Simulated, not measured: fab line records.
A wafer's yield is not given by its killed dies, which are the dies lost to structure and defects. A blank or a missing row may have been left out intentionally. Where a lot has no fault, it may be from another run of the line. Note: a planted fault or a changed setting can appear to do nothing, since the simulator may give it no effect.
Struck lot and sound lot, side by side ; flow nandHarc ; 14 out of 1159 route steps
Sound: these wafers, L156.1, L156.2, L156.3. Struck: wafer L145.4 (L145.2, L145.5, from the same lot, were not struck and are left out); the cause is given at the end.
Per side, at each step with rows, come the tool, then ch with its chambers, and then its first start. Under that, the readings that differ: sound wafers ; struck wafers ; difference of the means ; sigmas: that difference in standard deviations of wafers without a fault.
alike: readings with means less than 2 such deviations apart, plus words and numbers identical on both sides. not compared: withheld readings, readings lacking a value on some wafer, bounds such as >300 that could conceal the same value, and numbers that have no deviation in the record and whose values overlap.
The two part at a step that has a row with sigmas, a row that says differs or no value, or rows on one side only. Numbers that have no deviation but don't overlap get no sigmas and don't part them. Lack of a reading on every wafer of one side parts them only where that side has two or more wafers.

first, 1 step without rows for these wafers: NHARC_A_STAIRCASE_ETCH_221 (etches the open film in C4F8/O2, target depth 100 nm, time 40.5 s).
NHARC_A_STAIRCASE_TRIM_222: chemistry O2, time 211.2 s.
  sound: rieDiel-03 ch 0,2,3; struck: rieDiel-01 ch 3
reading;sound;struck;difference;sigmas
chamberPressureMTorr (mTorr);60.07 59.94 60.08;59.91;-0.12;-2
  alike: drypumpMotorCurrentA, mfcArSccm, oesProductAu, rfVppV, showerheadPlenumPTorr, throttleValvePct
  not compared: rfHoursCounterH
then, 5 steps without rows for these wafers: NHARC_A_STAIRCASE_ETCH_223 (etches the open film in C4F8/O2, target depth 100 nm, time 40.5 s); NHARC_A_STAIRCASE_TRIM_224 (chemistry O2, time 211.2 s); NHARC_A_STAIRCASE_ETCH_225 (etches the open film in C4F8/O2, target depth 100 nm, time 40.5 s); NHARC_A_STAIRCASE_TRIM_226 (chemistry O2, time 211.2 s); NHARC_A_STAIRCASE_ETCH_227 (etches the open film in C4F8/O2, target depth 100 nm, time 40.5 s).
NHARC_A_STAIRCASE_TRIM_229: chemistry O2, time 211.2 s.
  sound on rieDiel-08 ch 0,1,2, day 15 18:52; struck on rieDiel-03 ch 1, day 13 08:13
reading;sound;struck;difference;sigmas
chamberPressureMTorr (mTorr);60.01 59.98 59.95;60.09;+0.11;+2
rfHoursCounterH (h);17 18 16;25;+8;
  alike: drypumpMotorCurrentA, mfcArSccm, oesProductAu, rfVppV, showerheadPlenumPTorr, throttleValvePct
NHARC_A_STAIRCASE_ETCH_230: etches the open film in C4F8/O2, target depth 100 nm, time 40.5 s.
  sound: rieDiel-08 ch 0,1,3; struck: rieDiel-03 ch 1
reading;sound;struck;difference;sigmas
chamberPressureMTorr (mTorr);25.014 25.017 24.991;24.947;-0.060;-3
rfHoursCounterH (h);16 15 18;25;+9;
  alike: oesProductAu, rfVppV
then, 1 step without rows for these wafers: NHARC_A_STAIRCASE_TRIM_231 (chemistry O2, time 211.2 s).
NHARC_A_STAIRCASE_ETCH_232: etches the open film in C4F8/O2, target depth 100 nm, time 40.5 s.
  sound: rieDiel-08 ch 0,1,3; struck: rieDiel-03 ch 2
reading;sound;struck;difference;sigmas
chamberPressureMTorr (mTorr);25.012 25.024 25.046;24.967;-0.060;-3
oesProductAu (a.u.);0.964 0.975 0.982;0.932;-0.042;-2
rfHoursCounterH (h);18 16 16;25;+8;
  alike: rfVppV
NHARC_A_STAIRCASE_TRIM_233: chemistry O2, time 211.2 s.
  sound on rieDiel-08 ch 0,2,3, day 15 19:21; struck on rieDiel-03 ch 0, day 13 08:46
reading;sound;struck;difference;sigmas
oesProductAu (a.u.);1.036 1.018 1.014;1.182;+0.159;+10
rfHoursCounterH (h);16 18 16;25;+8;
  alike: chamberPressureMTorr, drypumpMotorCurrentA, mfcArSccm, rfVppV, showerheadPlenumPTorr, throttleValvePct
NHARC_A_STAIRCASE_ETCH_234: etches the open film in C4F8/O2, target depth 100 nm, time 40.5 s.
  sound: rieDiel-08 ch 0,2,3; struck: rieDiel-03 ch 1
reading;sound;struck;difference;sigmas
rfHoursCounterH (h);18 16 16;25;+8;
  alike: chamberPressureMTorr, oesProductAu, rfVppV
next, for these wafers, 1 step has no rows: NHARC_END_SORT_01.

WHERE THEY PART
Last at NHARC_A_STAIRCASE_TRIM_233 as far as this record goes, first at NHARC_A_STAIRCASE_TRIM_222. Later steps at which nothing parts them and some readings are alike: NHARC_A_STAIRCASE_ETCH_234.

WHY: what the simulator had put in
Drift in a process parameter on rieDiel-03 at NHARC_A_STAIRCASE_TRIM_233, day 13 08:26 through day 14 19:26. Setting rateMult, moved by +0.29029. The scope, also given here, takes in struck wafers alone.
